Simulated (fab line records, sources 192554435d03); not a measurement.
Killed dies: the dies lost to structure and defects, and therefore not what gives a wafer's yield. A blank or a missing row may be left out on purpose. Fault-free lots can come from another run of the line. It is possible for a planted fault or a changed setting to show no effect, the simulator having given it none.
fab line records | flow n5_finfet
[record] lots = 9 wafers = 24 last_day = 17
route steps=1938 shown MOL_CONTACT_COAG@535 BEOL_M4@1111 PASSIVATION@1936
lots untouched by any fault: they come from a run of this same line in which no faults occurred
start_h: the number of hours between the record's first day and the start of the first shown wafer of the lot | wait_h: hours since the lot's step before | " repeats the value in the row above | L1.1+2: a row that stands for several wafers | - no value, or no start given | * or withheld: withheld | < > ~ a bound
route shown NAME@n: NAME is a module with steps in the file, n the number in the route of the first one | usual: mean and standard deviation over wafers with no fault | same: alike in all rows | chamber/n: place in a boat | sites: readings site by site | _std_site: the values' standard deviation | _edge_site: inner sites' mean taken away from outer sites' mean | radius_mm: for every site, how far away it sits from the centre of the wafer | mask NAME#n: copy n | behind: the last tool/chamber to shape the wafer | hold: reason for holding the lot/hours on hold/outcome of the hold | device: whichever transistor did not switch (one of n, p or np) | end of line: the tests these same wafers got at the end of their route | a step without rows: its recipe alone | killed: dies lost to structure and defects at the first sort, not the wafer's yield | map: the dies of a wafer, with x for killed, . for not killed, _ for no die there
set.NAME: the setting as run; set.NAME@STEP: as run at that earlier step | model.NAME: the simulator's own value behind a step, which no gauge read
the route's steps for a sample of lots (tables are steps, rows are wafers)
services: the hour from which a tool's chamber was out of use, counted from the record's first day as start_h (under 0 if before that day), plus the number of hours and why
[[steps]]
[step N5_MOL_CONTACT_COAG_CONTACT_ETCH_14]
[recipe] chemistry = C4F6/O2 target = SiO2 target_depth_a = 275 overetch_a = 85 mask_material = SOC pressure_mtorr = 30 source_w = 370 bias_w = 185 Ar_flow_sccm = 300 C4F6_flow_sccm = 16 O2_flow_sccm = 10 time_s = 20 ion_energy_ev = 259.6
[usual] drypump_motor_current_A = 5.9/0.51 mfc_ar_sccm = 300.0/0.93 oes_f_703_au = 0.84/0.059 oes_product_au = 0.72/0.047 rf_vpp_V = 694/3.1 showerhead_plenum_p_Torr = 2.92/0.087 throttle_valve_pct = 21.36/0.24
// columns lot.wafer tool chamber start_h wait_h drypump_motor_current_A mfc_ar_sccm oes_f_703_au oes_product_au rf_hours_counter_h rf_vpp_V showerhead_plenum_p_Torr throttle_valve_pct
L637.3 rie_diel-06 3 99.93 0.0 6.8 300.2 0.93 0.79 15 697 3.05 21.16
L637.4 " 2 " " 5.1 298.3 0.76 0.64 148 689 2.75 21.32
L637.6 " 3 " " 6.8 299.4 0.92 0.80 - 699 3.05 21.15
L640.1 rie_diel-06 1 117.26 0.0 5.7 300.2 0.95 0.77 36 694 2.94 21.25
L640.3 " 3 " " 6.8 298.8 0.92 0.78 21 698 3.04 21.18
L640.5 " 3 " " 6.8 300.8 0.92 0.78 - 698 3.04 21.17
L645.3 rie_diel-06 2 147.37 0.0 5.1 300.2 0.75 0.63 158 691 2.75 21.33
L645.5 " 1 " " 5.7 299.6 0.94 0.77 - 693 2.94 21.28
L645.6 " 2 " " 5.1 301.0 0.75 0.63 - 689 2.75 21.33
L650.3 rie_diel-06 1 174.59 0.0 5.7 301.0 0.93 0.75 51 695 2.93 21.30
L650.4 " 1 " " 5.7 300.1 0.92 0.75 - 695 2.94 21.25
L652.3 rie_diel-06 3 192.31 0.0 6.7 301.1 0.88 0.74 47 698 3.03 21.20
L652.4 " 0 " " 6.4 298.4 0.83 0.72 54 698 3.05 20.88
L655.1 rie_diel-06 1 203.17 0.0 5.7 300.6 0.90 0.73 65 695 2.93 21.32
L655.3 " 3 " " 6.7 299.8 0.87 0.74 51 699 3.03 21.21
L656.2 rie_diel-01 1 207.36 0.0 6.0 300.0 0.86 0.72 83 690 2.81 21.75
L656.4 " 2 " " 6.3 299.3 0.81 0.73 48 695 2.93 21.44
L656.5 " 2 " " 6.3 299.8 0.81 0.73 - 695 2.93 21.44
L658.2 rie_diel-01 3 221.55 0.0 5.5 299.8 0.76 0.67 110 694 2.90 21.55
L658.3 " 1 " " 6.0 300.0 0.85 0.72 88 688 2.81 21.77
L658.4 " 2 " " 6.3 299.8 0.79 0.72 54 693 2.92 21.44
L659.1 rie_diel-03 3 226.83 0.0 5.3 299.1 0.84 0.71 80 697 3.05 21.50
L659.3 " 2 " " 5.8 301.2 0.75 0.65 175 688 2.78 21.44
L659.6 " 0 " " 5.6 301.9 0.85 0.76 - 695 2.94 21.25
[step N5_MOL_CONTACT_COAG_ETCH_15]
[recipe] chemistry = CH3F/O2 target = SiNx target_depth_a = 70 mask_material = SOC stop_on = Si:P over_etch_frac = 0.75 ion_energy_ev = 120 pressure_mtorr = 30 source_w = 395 bias_w = 73 Ar_flow_sccm = 150 CH3F_flow_sccm = 30 O2_flow_sccm = 20
[usual] CH3F_flow_sccm = 30.01/0.095 drypump_motor_current_A = 5.9/0.52 mfc_ar_sccm = 150.0/0.47 oes_f_703_au = 0.84/0.059 oes_product_au = 0.62/0.041 over_etch_frac = 0.75/0 rf_vpp_V = 299/5.1 showerhead_plenum_p_Torr = 2.03/0.064 throttle_valve_pct = 16.36/0.23
// columns lot.wafer tool chamber start_h wait_h CH3F_flow_sccm drypump_motor_current_A mfc_ar_sccm oes_f_703_au oes_product_au over_etch_frac rf_hours_counter_h rf_vpp_V showerhead_plenum_p_Torr throttle_valve_pct
L637.3 rie_diel-06 3 99.97 0.0 29.85 6.8 149.8 0.94 0.68 0.75 15 299 2.12 16.20
L637.4 " 2 " " 30.09 5.1 150.6 0.75 0.54 0.75 148 293 1.91 16.43
L637.6 " 3 " " 29.96 6.8 149.5 0.94 0.68 0.75 - 300 2.12 16.17
L640.1 rie_diel-06 1 117.29 0.0 29.94 5.7 150.4 0.94 0.65 0.75 36 297 2.05 16.28
L640.3 " 3 " " 30.01 6.8 150.8 0.92 0.68 0.75 21 302 2.12 16.19
L640.5 " 3 " " 30.00 6.8 149.8 0.92 0.68 0.75 - 302 2.12 16.20
L645.3 rie_diel-06 2 147.41 0.0 30.06 5.1 149.8 0.75 0.55 0.75 158 293 1.90 16.44
L645.5 " 1 " " 30.07 5.7 149.6 0.93 0.66 0.75 - 296 2.05 16.27
L645.6 " 2 " " 30.11 5.1 149.6 0.75 0.54 0.75 - 293 1.90 16.44
L650.3 rie_diel-06 1 174.63 0.0 30.16 5.7 150.1 0.91 0.65 0.75 51 296 2.04 16.30
L650.4 " 1 " " 30.15 5.7 150.9 0.92 0.54 1.6453 - 297 2.04 16.28
L652.3 rie_diel-06 3 192.35 0.0 30.04 6.8 148.8 0.88 0.64 0.75 47 302 2.11 16.24
L652.4 " 0 " " 29.96 6.4 150.4 0.85 0.51 1.6453 54 296 2.12 15.90
L655.1 rie_diel-06 1 203.20 0.0 30.01 5.7 150.0 0.90 0.52 1.6453 65 296 2.04 16.33
L655.3 " 3 " " 30.00 6.8 149.7 0.87 0.64 0.75 51 300 2.11 16.24
L656.2 rie_diel-01 1 207.40 0.0 30.04 6.0 149.5 0.86 0.62 0.75 83 291 1.95 16.72
L656.4 " 2 " " 29.88 6.3 149.5 0.80 0.62 0.75 48 307 2.03 16.41
L656.5 " 2 " " 30.00 6.3 150.1 0.82 0.62 0.75 - 307 2.03 16.41
L658.2 rie_diel-01 3 221.58 0.0 29.94 5.5 150.2 0.76 0.58 0.75 110 301 2.01 16.54
L658.3 " 1 " " 30.02 6.0 150.2 0.85 0.62 0.75 88 292 1.95 16.73
L658.4 " 2 " " 29.88 6.3 149.8 0.81 0.62 0.75 54 307 2.03 16.42
L659.1 rie_diel-03 3 226.87 0.0 30.02 5.3 150.2 0.84 0.61 0.75 80 305 2.12 16.44
L659.3 " 2 " " 30.09 5.7 150.9 0.74 0.56 0.75 175 305 1.93 16.49
L659.6 " 0 " " 29.86 5.5 149.6 0.85 0.65 0.75 - 301 2.05 16.24
[step N5_MOL_CONTACT_COAG_ALD_20]
[recipe] material = TiN target_thk_a = 15 temp_c = 400 ald_precursor_family = TiCl4 ald_co_reactant = NH3 pulse_time_s = 1 purge_time_s = 3 co_reactant_purge_time_s = 2 co_reactant_pulse_time_s = 2 ald_cycles = 68 pressure_torr = 3
[usual] chamber_pressure_Torr = 3.001/0.0068 heater_power_outer_w = 560/57 heater_power_w = 912/120 precursor_pulse_height_rel = 0.997/0.021
[same] co_reactant_pulse_time_s = 2
// columns lot.wafer tool chamber start_h wait_h chamber_pressure_Torr heater_power_outer_w heater_power_w precursor_pulse_height_rel
L637.3 ald_metal-02 2 100.78 0.1 3.001 525 841 0.989
L637.4 " 1 " " 2.998 517 823 0.986
L637.6 " 0 " " 2.998 546 934 0.994
L640.1 ald_metal-03 3 118.57 0.1 2.997 538 980 1.021
L640.3 " 0 " " 3.006 633 1095 0.985
L640.5 " 0 " " 2.986 644 1117 0.997
L645.3 ald_metal-02 2 148.38 0.1 2.992 545 846 0.979
L645.5 " 1 " " 3.005 507 824 0.999
L645.6 " 2 " " 2.997 548 865 1.043
L650.3 ald_metal-04 3 176.67 0.1 2.994 468 814 0.961
L650.4 " 2 " " 3.005 557 991 1.034
L652.3 ald_metal-04 1 193.27 0.1 3.004 687 1193 0.972
L652.4 " 3 " " 2.992 475 772 1.043
L655.1 ald_metal-04 2 204.58 0.1 3.009 559 976 0.958
L655.3 " 0 " " 3.019 586 841 1.022
L656.2 ald_metal-02 2 208.17 0.1 3.004 540 885 0.981
L656.4 " 3 " " 2.998 547 830 0.988
L656.5 " 2 " " 3.001 534 842 0.994
L658.2 ald_metal-02 2 222.87 0.1 2.996 542 854 1.011
L658.3 " 0 " " 2.999 537 918 1.018
L658.4 " 1 " " 3.000 495 802 0.954
L659.1 ald_metal-02 3 227.73 0.1 2.995 535 820 1.002
L659.3 " 1 " " 2.996 509 800 1.025
L659.6 " 2 " " 3.004 539 871 0.998
[step N5_MOL_CONTACT_COAG_SIL_ANNEAL_21]
[recipe] temp_c = 550 time_s = 60 ambient = N2
[usual] lamp_power_pct = 6.50/0.27 wafer_temp_C_max = 554.2/0.85
// columns lot.wafer tool chamber start_h wait_h lamp_power_pct wafer_temp_C_max
L637.3 rtp_anneal-01 0 101.21 0.3 6.71 555.1
L637.4 " 0 " " 6.70 554.7
L637.6 " 0 " " 6.70 555.1
L640.1 rtp_anneal-01 0 118.95 0.2 6.70 553.7
L640.3 " 0 " " 6.71 553.1
L640.5 " 0 " " 6.71 553.9
L645.3 rtp_anneal-02 0 148.90 0.3 6.14 555.0
L645.5 " 0 " " 6.14 554.9
L645.6 " 0 " " 6.14 555.1
L650.3 rtp_anneal-01 0 177.26 0.4 6.71 555.5
L650.4 " 0 " " 6.71 554.1
L652.3 rtp_anneal-01 0 193.79 0.3 6.70 553.5
L652.4 " 0 " " 6.71 554.8
L655.1 rtp_anneal-02 0 204.97 0.2 6.15 554.6
L655.3 " 0 " " 6.13 556.2
L656.2 rtp_anneal-01 0 208.61 0.3 6.72 553.9
L656.4 " 0 " " 6.70 553.8
L656.5 " 0 " " 6.71 554.9
L658.2 rtp_anneal-01 0 223.40 0.4 6.70 553.9
L658.3 " 0 " " 6.71 553.2
L658.4 " 0 " " 6.71 555.1
L659.1 rtp_anneal-01 0 228.15 0.3 6.71 555.2
L659.3 " 0 " " 6.71 553.9
L659.6 " 0 " " 6.71 552.9
[step N5_BEOL_M4_RC_MEAS_101]
[usual] DIBL_N = 37.2/1.8 DIBL_P = 37.5/2.5 IOFF_N = 0.17/0.038 IOFF_P = 0.24/0.046 ION_N = 681/13 ION_P = 469/8.5 SS_N = 71.7/0.6 SS_P = 73.6/0.69 VT_N = 249/3.4 VT_P = -248/3.6
// columns lot.wafer tool chamber start_h wait_h DIBL_N[mV/V] DIBL_P[mV/V] IOFF_N[nA/um] IOFF_P[nA/um] ION_N[uA/um] ION_P[uA/um] SS_N[mV/dec] SS_P[mV/dec] VT_N[mV] VT_P[mV]
L637.3 prober-02 0 167.15 0.3 34.2 33.7 0.12 0.18 651 450 70.9 72.6 255 -254
L637.4 " 0 " " 35.2 34.3 0.14 0.20 661 456 71.7 73.1 253 -250
L637.6 " 0 " " 36.5 36.2 0.16 0.23 690 474 71.4 73.9 248 -247
L640.1 prober-02 0 189.52 0.0 36.7 36.6 0.16 0.24 676 470 72.1 73.6 251 -246
L640.3 " 0 " " 37.9 37.4 0.17 0.26 683 478 71.4 73.4 247 -243
L640.5 " 0 " " 40.3 40.6 0.22 0.33 685 479 73.2 75.0 244 -242
L645.3 prober-01 0 231.78 0.3 36.1 39.2 0.18 0.24 684 465 72.3 74.3 249 -248
L645.5 " 0 " " 38.9 41.4 0.24 0.29 694 478 72.1 75.1 244 -245
L645.6 " 0 " " 36.3 38.1 0.17 0.22 670 459 72.2 73.6 253 -251
L650.3 prober-01 0 254.62 0.3 37.1 37.0 0.17 0.25 683 470 72.0 74.0 250 -248
L650.4 " 0 " " 37.5 36.9 0.17 0.23 666 462 72.2 73.9 250 -252
L652.3 prober-01 0 263.94 0.3 39.6 38.1 0.23 0.28 691 468 72.4 74.5 246 -244
L652.4 " 0 " " 39.2 38.2 0.21 0.29 678 470 71.8 74.0 247 -242
L655.1 prober-01 0 287.41 0.0 38.9 39.5 0.22 0.26 695 470 71.4 74.0 245 -247
L655.3 " 0 " " 42.4 43.9 0.31 0.34 697 474 73.4 75.2 241 -245
L656.2 prober-01 0 291.34 0.2 36.4 38.0 0.17 0.22 691 475 71.8 73.3 250 -250
L656.4 " 0 " " 36.6 38.8 0.17 0.24 678 468 71.1 73.9 249 -247
L656.5 " 0 " " 33.9 35.6 0.13 0.19 674 468 70.4 72.5 254 -249
L658.2 prober-01 0 295.41 0.2 36.3 36.7 0.16 0.23 683 468 71.2 73.2 248 -248
L658.3 " 0 " " 38.2 38.6 0.20 0.26 699 476 72.2 73.8 248 -248
L658.4 " 0 " " 33.9 33.7 0.13 0.19 671 461 71.0 73.2 252 -251
L659.1 prober-02 0 298.39 0.0 36.8 36.5 0.16 0.23 674 467 72.0 72.8 250 -247
L659.3 " 0 " " 37.9 38.9 0.18 0.25 683 465 71.8 73.7 247 -248
L659.6 " 0 " " 37.2 37.1 0.15 0.23 671 462 72.8 73.4 253 -248
[step N5_PASSIVATION_PROBE_49]
[usual] defect_limited_yield = 91.2/1.4 killed_at_M0_to_M3 = 32/10 killed_at_M4_up = 14/6.2 killed_at_contacts = 12/6.3 killed_at_front_end = 42/13 killed_at_other = 4/3.4 killed_dies = 104/17 killed_open = 67/12 killed_short = 34/8.1 sort_bin_4_leakage = 0.02/0.13 sort_bin_5_function = 5.2/0.93 sort_bin_6_memory = 3.2/0.65 sort_bin_8_speed = 0.00/0.017 sort_n_pass = 1075/16 sort_yield_pct = 91.1/1.4
[same] gross_dies = 1180 killed_at_back_side = 0
// columns lot.wafer tool chamber start_h wait_h defect_limited_yield[%] killed_at_M0_to_M3 killed_at_M4_up killed_at_contacts killed_at_front_end killed_at_other killed_dies killed_open killed_short sort_bin_4_leakage[%] sort_bin_5_function[%] sort_bin_6_memory[%] sort_bin_8_speed[%] sort_n_pass sort_yield_pct[%]
L650.4 prober-01 - 350.49 0.2 90.3 39 21 12 41 2 115 77 36 0 5.3 4.0 0 1065 90.3
L652.3 prober-02 - 372.11 0.1 90.8 19 10 16 61 2 108 71 37 0 5.1 3.6 0 1072 90.8
L652.4 prober-02 - 372.16 0.2 90.7 48 13 11 35 3 110 71 38 0 5.1 3.9 0 1070 90.7
L655.1 prober-01 - 388.66 0.0 92.5 29 10 8 36 6 89 58 29 0 4.2 3.2 0 1091 92.5
// killed by level:class
L650.4 BEOL_M1:geometric_particle:open=12 FIN_SAQP:geometric_particle:short=10 DUMMY_GATE:geometric_particle:open=7 MOL_CONTACT_COAG:geometric_particle:open=7 BEOL_M2:geometric_particle:open=7 BEOL_M0_SAQP:geometric_particle:open=6 FIN_SAQP:geometric_particle:open=5 MOL_CONTACT_COAG:geometric_particle:short=5
L652.3 FIN_SAQP:geometric_particle:open=15 FIN_SAQP:geometric_particle:short=14 MOL_CONTACT_COAG:geometric_particle:open=13 STI_FIN_REVEAL:geometric_particle:open=8 BEOL_M3:geometric_particle:open=7 BEOL_M0_SAQP:geometric_particle:open=5 DUMMY_GATE:geometric_particle:open=5 BEOL_M5:geometric_particle:open=4
L652.4 BEOL_M0_SAQP:geometric_particle:short=11 BEOL_M3:geometric_particle:open=11 MOL_CONTACT_COAG:geometric_particle:open=9 FIN_SAQP:geometric_particle:open=8 STI_FIN_REVEAL:geometric_particle:open=6 BEOL_M0:geometric_particle:open=6 DUMMY_GATE:geometric_particle:open=4 BEOL_M0_SAQP:geometric_particle:open=4
L655.1 FIN_SAQP:geometric_particle:short=8 BEOL_M1:geometric_particle:open=8 FIN_SAQP:geometric_particle:open=7 BEOL_M2:geometric_particle:open=6 MOL_CONTACT_COAG:geometric_particle:open=5 BEOL_M4:geometric_particle:open=5 STARTING-WAFER:geometric_particle:open=5 ILD0:geometric_particle:open=4
[[services]]
// columns tool chamber start_h hours kind
ald_metal-02 1 76.03 - calibration
ald_metal-04 2 108.20 2.9 repair
rie_diel-03 0 112.82 - clean
rie_diel-03 0 112.82 - consumable_replace:focus_ring
rie_diel-03 0 112.82 19.3 scheduled_down
rie_diel-03 0 112.82 19.3 vent_cycle
ald_metal-02 2 118.07 26.1 repair
ald_metal-03 0 127.49 7.0 repair
rie_diel-06 - 128.22 14.6 pm
rie_diel-06 - 142.82 4.3 pm
rie_diel-03 1 153.56 4.8 repair
rie_diel-03 - 167.43 14.6 pm
ald_metal-02 - 168.03 1.5 repair
rie_diel-06 - 182.72 0.3 repair
rie_diel-03 - 189.91 1.7 repair
ald_metal-04 - 200.52 0.5 repair
[[key]]
[first_sign] step = N5_MOL_CONTACT_COAG_ETCH_15 reading = over_etch_frac direction = up sigmas = 99+ usual = 0.75 struck = 1.6453
[effect] step = N5_MOL_CONTACT_COAG_ETCH_15 reading = oes_product_au direction = down sigmas = 2.3 usual = 0.62 struck = 0.52
met_at N5_MOL_CONTACT_COAG_ETCH_15
struck_lots L650,L652,L655
struck_wafers L650.4,L652.4,L655.1
not_acting_at N5_MOL_CONTACT_COAG_CONTACT_ETCH_14,N5_MOL_CONTACT_COAG_ALD_20,N5_MOL_CONTACT_COAG_SIL_ANNEAL_21
onset_between 147.41 174.63
[fault] kind = process_parameter_drift tool = rie_diel-06 chamber = - onset_h = 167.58 steps = N5_MOL_CONTACT_COAG_ETCH_15 channel = over_etch_frac offset = 0.89532 shape = step end_h = 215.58 scope = struck_wafers_only acts_in = these_recipes_only stated = 0.75
